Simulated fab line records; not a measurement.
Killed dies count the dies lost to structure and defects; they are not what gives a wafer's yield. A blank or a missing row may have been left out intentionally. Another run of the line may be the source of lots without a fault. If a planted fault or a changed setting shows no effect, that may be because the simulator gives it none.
Code-filled problem report in 8D (eight disciplines) form :: flow n5_finfet :: the parts of the form that need people (team, actions taken, sign-off) are left out

== 1. WHAT WENT WRONG ==
At N5_BEOL_M5_CVD_47, run_length_s averages 125.2 s over 5 wafers from 3 lots, while fault-free wafers read 238.8 s, standard deviation 0.44. That is -99 or more standard deviations from the usual mean.
The step: deposits Co from CCTBA/H2, target thk 3 nm, time 216 s.
Earliest sighting: wafer L952.5 on cvd_co-01 at day 10 12:28. At this step, 37 wafers from 13 lots have a number in the record. Rule for "out", or "out of limits": more than 4 standard deviations from the usual mean. Any other wafer with a number is counted as sound.

== 2. WHAT IT IS; WHAT IT IS NOT ==
question: which readings at this step
is: run_length_s
is not: -

question: which lots
is: L952, L954, L956
is not: L945, L947, L948, L950, L960, L962, L963, L964, L965, L966

question: which wafers of those lots
is: L952.5, L954.5, L954.6, L956.5, L956.6
is not: L952.1, L952.3

question: read on which tools
is: cvd_co-01
is not: cvd_co-02

question: when
is: from day 10 12:28
is not: up to then (14 sound wafers); but 18 sound wafers of L960, L962, L963, L964, L965, L966 came after

== 3. THE SUSPECTS, EACH WITH WHAT RULES IT OUT ==
Counting: a tool at a process step up to the reading stays a suspect if it ran every lot that is out. Sound lots after the first of them don't rule it out here, since some wafers of a struck lot are sound.
- cvd_co-01 at N5_BEOL_M5_CVD_47 (deposits Co from CCTBA/H2, target thk 3 nm, time 216 s): kept. Ran every lot that is out, first one L952 (day 10 12:28); last sound lot up to then L950 (day 10 02:08). Its own run_length_s readings are out on those wafers.
Left after counting: cvd_co-01 at N5_BEOL_M5_CVD_47.

== 4. THE CAUSE (what the simulator had put in) ==
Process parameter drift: cvd_co-01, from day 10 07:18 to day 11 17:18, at N5_BEOL_M5_CVD_47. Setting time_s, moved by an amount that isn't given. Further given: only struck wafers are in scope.
This tool alone remained once counting was done.

== 5. THE EFFECT CHAIN, in route order ==
Each row: a reading whose mean over the struck wafers that have a number lies more than 3 standard deviations from the usual. Scope: only readings with a usual standard deviation given in the record; hours: median across lots of the time from each lot's start at the first step in this table that gives one to its start at this step; sigmas: change in usual standard deviations.
hours: 0
step: N5_BEOL_M5_CVD_47
reading: run_length_s
usual: 238.8 s
on struck wafers: 125.2
change: -113.6
sigmas: -99 or more
Process steps it contains:
- N5_BEOL_M5_CVD_47: deposits Co from CCTBA/H2, target thk 3 nm, time 216 s.

== 6. HOW IT WOULD HAVE BEEN CAUGHT EARLIER ==
In this record the first reading out of limits was taken at day 10 12:28, 5 hours after the fault began at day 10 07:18.
